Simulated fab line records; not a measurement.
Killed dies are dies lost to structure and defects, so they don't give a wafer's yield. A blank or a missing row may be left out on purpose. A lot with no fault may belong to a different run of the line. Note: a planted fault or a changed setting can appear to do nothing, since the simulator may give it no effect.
Which tool did it? | flow nand_harc | 6 lots, 18 wafers sampled, at 5 steps of a route of 1302

## WHAT THE GAUGES SHOWED, per wafer
NHARC_END_SORT_01.
lot  | measured     | on        | defect_limited_yield (%)
L473 | day 32 22:00 | prober-01 | 0 0 0

## WHICH TOOL RAN EACH LOT (tool, then ch and the chambers of the sampled wafers, then the start)
lot  | NHARC_THIN_TSV_DEP_43           | NHARC_THIN_TSV_ETCH_44             | NHARC_THIN_TSV_PVD_19                   | NHARC_THIN_TSV_PVD_51
L455 | pecvd-01 ch 0,1,2, day 24 08:25 | rie_diel-05 ch 1,2,3, day 24 09:31 | pvd_sputter-03, day 24 12:25 or earlier | pvd_sputter-03, day 24 12:25
L458 | pecvd-04 ch 1,2, day 25 13:47   | rie_diel-07 ch 0,1,3, day 25 14:44 | pvd_sputter-03, day 25 17:32 or earlier | pvd_sputter-03, day 25 17:32
L460 | pecvd-04 ch 0,1,2, day 26 06:37 | rie_diel-05 ch 1,2, day 26 07:43   | pvd_sputter-02, day 26 10:29 or earlier | pvd_sputter-02, day 26 10:29
L473 | pecvd-04 ch 0,1,2, day 32 02:22 | rie_diel-10 ch 0,3, day 32 03:29   | pvd_sputter-02, day 32 06:21 or earlier | pvd_sputter-02, day 32 06:21
L475 | pecvd-04 ch 0,1,2, day 32 20:00 | rie_diel-10 ch 1,2,3, day 32 21:11 | pvd_sputter-02, day 32 23:52 or earlier | pvd_sputter-02, day 32 23:52
L474 | pecvd-01 ch 0,1,2, day 33 23:17 | rie_diel-05 ch 0,2,3, day 34 00:18 | pvd_sputter-01, day 34 03:11 or earlier | pvd_sputter-01, day 34 03:11
- NHARC_THIN_TSV_DEP_43: deposits SiO2, target thk 1328.5 nm.
- NHARC_THIN_TSV_ETCH_44: etches the open film in CF4/O2, target depth 1594.2 nm, time 797.1 s.
- NHARC_THIN_TSV_PVD_19: deposits TaN, target thk 20 nm.
- NHARC_THIN_TSV_PVD_51: deposits Cu, target thk 100 nm.

## THE ANSWER, worked out from the rows above alone
Rule: what is usual is taken from the lots themselves. The widest of any qualifying gaps counts: lots, ordered by their means at a reading, are off when they make up no more than a third of the lots, leave a main group of 4 or more, and stand apart from it by 3 or more times the standard deviation of that group's means. A main group is skipped when, at the precision printed for the reading in the tables above, its means are all equal. A lot without any number at a reading at which 4 lots or more have one is off too. The other lots that the step has rows for count as sound.
Nothing can be told from this: no lot is off at any reading shown.

## WHAT THE SIMULATOR HAD PUT IN
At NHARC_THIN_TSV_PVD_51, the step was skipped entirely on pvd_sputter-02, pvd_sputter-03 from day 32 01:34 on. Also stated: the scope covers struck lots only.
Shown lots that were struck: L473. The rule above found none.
